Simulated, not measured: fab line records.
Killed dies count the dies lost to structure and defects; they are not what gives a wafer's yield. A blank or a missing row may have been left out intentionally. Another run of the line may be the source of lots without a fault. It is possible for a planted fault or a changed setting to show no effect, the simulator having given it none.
Problem report in the 8D (eight disciplines) form, filled by code + flow nand-harc + the parts of the form that need people (team, actions taken, sign-off) are left out

## 1. WHAT IS WRONG
cd-nm at NHARC_P_GATE_CD_MEAS_26 reads a mean of 107.9 nm on 2 wafers of 2 lots; wafers without a fault read 120.3 nm with a standard deviation of 0.54. That puts it -23 standard deviations away from the usual mean.
The step: target cd 120 nm.
Earliest sighting: wafer L588.1 on cd-sem-02 at day 12 16:46. The record holds 37 wafers of 13 lots with a number at this step. The rule behind "out" and "out of limits": a value lying over 4 standard deviations away from the usual mean. Any other wafer with a number is counted as sound.

## 2. WHAT IT IS AND WHAT IT IS NOT
| question                    | is                   | is not                                                             |
|-----------------------------|----------------------|--------------------------------------------------------------------|
| which readings at this step | cd-nm                | -                                                                  |
| which lots                  | L588, L589           | L569, L570, L572, L573, L574, L575, L576, L577, L580, L582, L583   |
| which wafers of those lots  | L588.1, L589.4       | L588.5, L589.3                                                     |
| read on which gauges        | cd-sem-02, cd-sem-03 | cd-sem-01                                                          |
| when                        | from day 12 16:46    | up to then (34 sound wafers); but 1 sound wafer of L589 came after |

## 3. THE SUSPECTS, EACH WITH WHAT RULES IT OUT
Counting: a tool at a process step up to the reading stays a suspect if it ran every lot that is out. Sound lots after the first of them don't rule it out here, since some wafers of a struck lot are sound.
- ruled out: the gauge at NHARC_P_GATE_CD_MEAS_26. Those wafers that are out were read across 2 gauges (cd-sem-02, cd-sem-03).
- rtp-anneal-01 at NHARC_P_ZERO_WELL_RTA_42 (time 300 s): kept. It ran every lot that is out, first L588 (day 10 00:38); its last sound lot up to then is L583 (day 7 22:47).
- litho-track-01 at NHARC_P_GATE_PEB_24 (peb time 65 s): kept. It ran every lot that is out, first L588 (day 12 16:41); its last sound lot up to then is L582 (day 11 05:20).
Remaining after the count are rtp-anneal-01 at NHARC_P_ZERO_WELL_RTA_42 and litho-track-01 at NHARC_P_GATE_PEB_24.

## 4. THE CAUSE (what the simulator had put in)
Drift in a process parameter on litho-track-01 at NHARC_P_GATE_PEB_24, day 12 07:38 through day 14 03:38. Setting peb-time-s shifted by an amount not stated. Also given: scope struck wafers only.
After counting, 2 suspects remain, this tool included.

## 5. THE CHAIN OF EFFECTS, in route order
Each row: a reading whose mean over the struck wafers that have a number lies more than 3 standard deviations from the usual. Readings are gone through only where the record gives a usual standard deviation; hours: the median, over the lots, of the time from a lot's start at the first step in this table giving one to that lot's start at this step; sigmas: the change measured in usual standard deviations.
| hours | step                    | reading | usual    | on struck wafers | change | sigmas |
|-------|-------------------------|---------|----------|------------------|--------|--------|
| 0     | NHARC_P_GATE_CD_MEAS_26 | cd-nm   | 120.3 nm | 107.9            | -12.4  | -23    |
Later measuring or inspecting steps at which every struck wafer that the step has a row for has a number for every such reading, and none has moved that far: NHARC_END_SORT_01.

## 6. HOW IT WOULD HAVE BEEN CAUGHT EARLIER
In this record the first reading out of limits at a measuring or inspecting step was taken at day 12 16:46, 9 hours after the fault began at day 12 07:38.
Tool readings at NHARC_P_GATE_PEB_24 with a usual standard deviation given in the record: none out on any struck wafer, hence no alarm at a limit of 4 standard deviations on them.
Among the 2 lots that are out, L589 began NHARC_P_GATE_PEB_24 on litho-track-01 after day 12 16:46. Holding the tool at that time would have saved it.
